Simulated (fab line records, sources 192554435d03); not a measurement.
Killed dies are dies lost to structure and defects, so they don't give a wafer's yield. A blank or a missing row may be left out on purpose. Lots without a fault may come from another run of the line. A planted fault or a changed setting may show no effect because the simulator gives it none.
Split-lot experiment | flow n5_finfet | 7 lots, 21 wafers read, on a route of 1938 steps

THE SPLIT
At N5_PMOS_HMC_CHANNEL_EPI_ETCH_32 (etches BARC in N2/H2, stops on SiO2, target depth 85.8 nm, time 50.3 s), the setting bias_w was moved away from the recipe's 150 W on 4 of the 21 wafers read, by -16.5% to +15.6%. The other wafers ran this setting at the recipe's value.

The reading is taken at the split's own step.

THE READING
rf_vpp_V, in V, at N5_PMOS_HMC_CHANNEL_EPI_ETCH_32 (etches BARC in N2/H2, stops on SiO2, target depth 85.8 nm, time 50.3 s). Fault-free wafers of this fab line usually give 525 V, standard deviation 3.1 V.

wafer  | tool, chamber at the split | bias_w as run, W | against the recipe | rf_vpp_V, V | against lot-mates on the recipe
L077.2 | rie_diel-04, 1             | 150              | recipe             | 528         | -
L077.4 | rie_diel-04, 2             | 150              | recipe             | 522         | -
L077.6 | rie_diel-04, 2             | 150              | recipe             | 520         | -
L081.1 | rie_diel-05, 0             | 127.5            | -15.0%             | 478         | -45
L081.2 | rie_diel-05, 2             | 150              | recipe             | 519         | -
L081.3 | rie_diel-05, 1             | 150              | recipe             | 527         | -
L087.1 | rie_diel-05, 0             | 150              | recipe             | 527         | -
L087.3 | rie_diel-05, 2             | 150              | recipe             | 520         | -
L087.6 | rie_diel-05, 3             | 150              | recipe             | 523         | -
L088.3 | rie_diel-03, 3             | 150              | recipe             | 523         | -
L088.4 | rie_diel-03, 1             | 150              | recipe             | 523         | -
L088.5 | rie_diel-03, 3             | 150              | recipe             | 523         | -
L089.2 | rie_diel-05, 1             | 125.2            | -16.5%             | 471         | -59
L089.3 | rie_diel-05, 2             | 125.2            | -16.5%             | 462         | -68
L089.4 | rie_diel-05, 0             | 150              | recipe             | 530         | -
L094.2 | rie_diel-05, 1             | 150              | recipe             | 528         | -
L094.5 | rie_diel-05, 2             | 150              | recipe             | 528         | -
L094.6 | rie_diel-05, 1             | 150              | recipe             | 528         | -
L097.1 | rie_diel-05, 1             | 173.4            | +15.6%             | 578         | +53
L097.2 | rie_diel-05, 2             | 150              | recipe             | 528         | -
L097.3 | rie_diel-05, 3             | 150              | recipe             | 522         | -

THE FIT
A straight line over all 21 wafers: rf_vpp_V changes by +3.4 V for each +1% of bias_w; r = +0.99; the points scatter about the line by 3.7 V.
The same after taking each lot's own level away (the mean of its wafers on the recipe; 21 wafers): +3.54 V for each +1%; r = +0.99; scatter 3.8 V.
On that fit, the largest move of bias_w shifts the reading by 59 V.
The lots' own levels span 523.0 to 530.0 V, that is 2.3 times the standard deviation above.
So the lot-to-lot level changes the slope little: the two slopes agree.
Check: with one of the wafers moved furthest among these (-16.5%) left out of the fit, the line predicts -58.7 V for it against its lot-mates. It came out at -59 V against them.
Tool readings at the split's step, against how far the setting was moved: rf_vpp_V r = +0.99.

OTHER SPLITS ON THESE WAFERS
These wafers also went through other splits before the reading. Each is held against what the fit with the lots' levels taken away leaves over:
other split on the same wafers | wafers away from the commonest value | r with rf_vpp_V (lot level and that fit taken away)
N5_WELL_APT_COAT_02 spin_rpm   | 4                                    | +0.21
N5_WELL_APT_PEB_06 peb_time_s  | 7                                    | -0.22

THE FILE'S OWN FIT
rf_vpp_V changes by +3.42 V for each +1% of bias_w, r = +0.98.
